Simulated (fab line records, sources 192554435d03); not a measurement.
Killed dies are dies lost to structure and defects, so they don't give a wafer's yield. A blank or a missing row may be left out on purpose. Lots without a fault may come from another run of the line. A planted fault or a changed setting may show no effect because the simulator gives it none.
A struck lot beside a sound one | flow n5_finfet | 37 steps out of a route of 1938
Sound: wafers L391.4, L391.5, L391.6. Struck: wafers L389.2, L389.4, L389.6. The cause comes at the end.
At each step with rows: each side's tool, then ch and its chambers, then its first start. Under that, the readings that differ: sound wafers | struck wafers | difference of the means | sigmas: that difference in standard deviations of wafers without a fault.
alike: readings whose means differ by less than 2 such deviations, and words and numbers that are the same on both sides. not compared: withheld readings, readings that some wafer has no value for, bounds like >300 that may hide the same value, and numbers for which the record gives no deviation and whose values overlap.
The two part at a step that has a row with sigmas, a row that says differs or no value, or rows on one side only. Numbers that don't overlap but have no deviation are shown without sigmas and don't part them. A reading that every wafer of one side lacks parts them only if that side has two wafers or more.

first, 9 steps without rows for these wafers: N5_HKMG_FIN_EBR_45; N5_HKMG_FIN_SOFTBAKE_44 (time 60 s); N5_HKMG_FIN_EXPOSE_46 (exposes mask NDIPOLE); N5_HKMG_FIN_PEB_47 (peb time 60 s); N5_HKMG_FIN_DEVELOP_48 (develop time 30 s); N5_HKMG_FIN_DESCUM_53 (chemistry O2, time 7.9 s); N5_HKMG_FIN_ETCH_54 (etches SiARC in CF4, target depth 45.5 nm, time 75.8 s); N5_HKMG_FIN_ETCH_55 (etches SOC in N2/H2, target depth 240 nm, time 300 s); N5_HKMG_FIN_STRIP_56 (strips in N2/H2).
N5_HKMG_FIN_STRIP_57: strips in CF4.
  sound on rie_diel-03 ch 0,1,2, day 6 22:49; struck on rie_diel-01 ch 0,3, day 6 13:43
  no value came back on the struck wafers for any of 7 readings (bias_power_w (W), cf4_flow_sccm (sccm) and others); on the sound wafers bias_power_w (W) reads 75.07 74.71 74.76
  reading                                     | sound | struck       | difference | sigmas
  model.SiARC_of_HKMG_FIN_COAT_42.thk_nm (nm) | 0 0 0 | 21 21.6 21.6 | +21        |
  not compared: rf_fwd_power_W, rf_hours_counter_h
then, 3 steps without rows for these wafers: N5_HKMG_FIN_ETCH_58 (etches SOC in N2/H2, target depth 215.8 nm, time 741 s); N5_HKMG_FIN_STRIP_93 (strips SOC in N2/H2, time 20 s); N5_HKMG_FIN_WET_ETCH_76 (etches Al2O3 in dNH4OH, stops on La2O3, target depth 2.25 nm, rinse time 30 s).
N5_HKMG_FIN_STRIP_60: strips in N2/H2, time 360 s.
  sound on plasma_asher-02 ch 0,1, day 6 23:31; struck on plasma_asher-01 ch 0,1, day 6 14:19
  reading                                   | sound | struck         | difference | sigmas
  model.SOC_of_HKMG_FIN_COAT_41.thk_nm (nm) | 0 0 0 | 68.8 77.8 77.2 | +74.6      |
  alike: drypump_motor_current_A, h2_flow_sccm, heater_power_w
  not compared: rf_hours_counter_h
then, 19 steps without rows for these wafers: N5_HKMG_FIN_WET_ETCH_77 (etches La2O3 in dHCl, stops on HfO2, target depth 2 nm); N5_HKMG_FIN_WET_ETCH_78 (etches Al2O3 in dNH4OH, stops on La2O3, target depth 4.5 nm, rinse time 30 s); N5_HKMG_FIN_ALD_79 (deposits TiN, target thk 1.5 nm, pulse time 1 s, purge time 3 s); N5_HKMG_FIN_CVD_62 (deposits a-Si from Si2H6, target thk 3 nm, time 20.8 s); N5_HKMG_FIN_RTA_80 (time 2 s); N5_HKMG_FIN_PRECLEAN_64 (cleans in dHF, time 30 s); N5_HKMG_FIN_WET_ETCH_65 (etches a-Si in TMAH, stops on TiN, time 49 s, target depth 3 nm); N5_HKMG_FIN_WET_ETCH_81 (etches TiN in SC1, stops on HfO2, time 57 s, target depth 6 nm); N5_HKMG_FIN_WET_ETCH_82 (etches La2O3 in dHCl, stops on HfO2, target depth 2 nm, rinse time 30 s); N5_HKMG_FIN_ALD_36 (deposits TiN, target thk 1 nm, pulse time 1 s, purge time 3 s); N5_HKMG_FIN_PWFM_ALD_03 (deposits TiN, target thk 2 nm, pulse time 1 s, purge time 3 s); N5_HKMG_FIN_COAT_29 (time 60 s, resist thk 300 nm); N5_HKMG_FIN_COAT_30 (time 60 s, resist thk 35 nm); N5_HKMG_FIN_COAT_06 (resist thk 90 nm); N5_HKMG_FIN_EBR_08; N5_HKMG_FIN_SOFTBAKE_07 (time 60 s); N5_HKMG_FIN_EXPOSE_09 (exposes mask NWFM); N5_HKMG_FIN_PEB_10 (peb time 60 s); N5_HKMG_FIN_DEVELOP_11 (develop time 30 s).
N5_HKMG_FIN_INSPECT_14: inspects for defects (macro).
  sound on defect_inspect-02, day 7 01:47; struck on defect_inspect-02, day 6 16:48
  reading          | sound | struck   | difference | sigmas
  raw_defect_count | 0 2 1 | 21 22 21 | +20        | +15
then, 1 step without rows for these wafers: N5_HKMG_FIN_DESCUM_17 (chemistry O2, time 7.9 s).
N5_BEOL_M4_RC_MEAS_101:
  the record has rows for the sound wafers here (prober-01 ch 0, day 10 21:52) and none for the struck ones
-- the record jumps here: 9 days lie between the struck wafers' starts before and after (it left off in module BEOL_M4 and takes up again in module PASSIVATION, whose first step shown is number 1936 of the route) --
N5_PASSIVATION_PROBE_49:
  sound on prober-01, day 15 04:52; struck on prober-02, day 15 05:22
  reading                  | sound          | struck         | difference | sigmas
  defect_limited_yield (%) | 91.8 91.9 91.3 | 0 0 0          | -92        | -71
  killed_at_front_end      | 37 38 29       | 1117 1115 1106 | +1078      | +98
  killed_dies              | 97 96 103      | 1180 1180 1180 | +1081      | +72
  killed_on_rim            | 6 10 18        | 152 152 152    | +141       | +36
  sort_bin_5_function (%)  | 3.6 4.5 4.7    | 95.8 95.9 96.2 | +91.7      | +99 or more
  sort_n_pass              | 1083 1084 1077 | 0 0 0          | -1081      | -72
  sort_yield_pct (%)       | 91.8 91.9 91.3 | 0 0 0          | -92        | -71
  alike: killed_at_M0_to_M3, killed_at_M4_up, killed_at_contacts, killed_at_other, killed_open, killed_short, sort_bin_6_memory

WHERE THEY PART
First at N5_HKMG_FIN_STRIP_57; last, within this record, at N5_PASSIVATION_PROBE_49.

WHY: what the simulator had put in
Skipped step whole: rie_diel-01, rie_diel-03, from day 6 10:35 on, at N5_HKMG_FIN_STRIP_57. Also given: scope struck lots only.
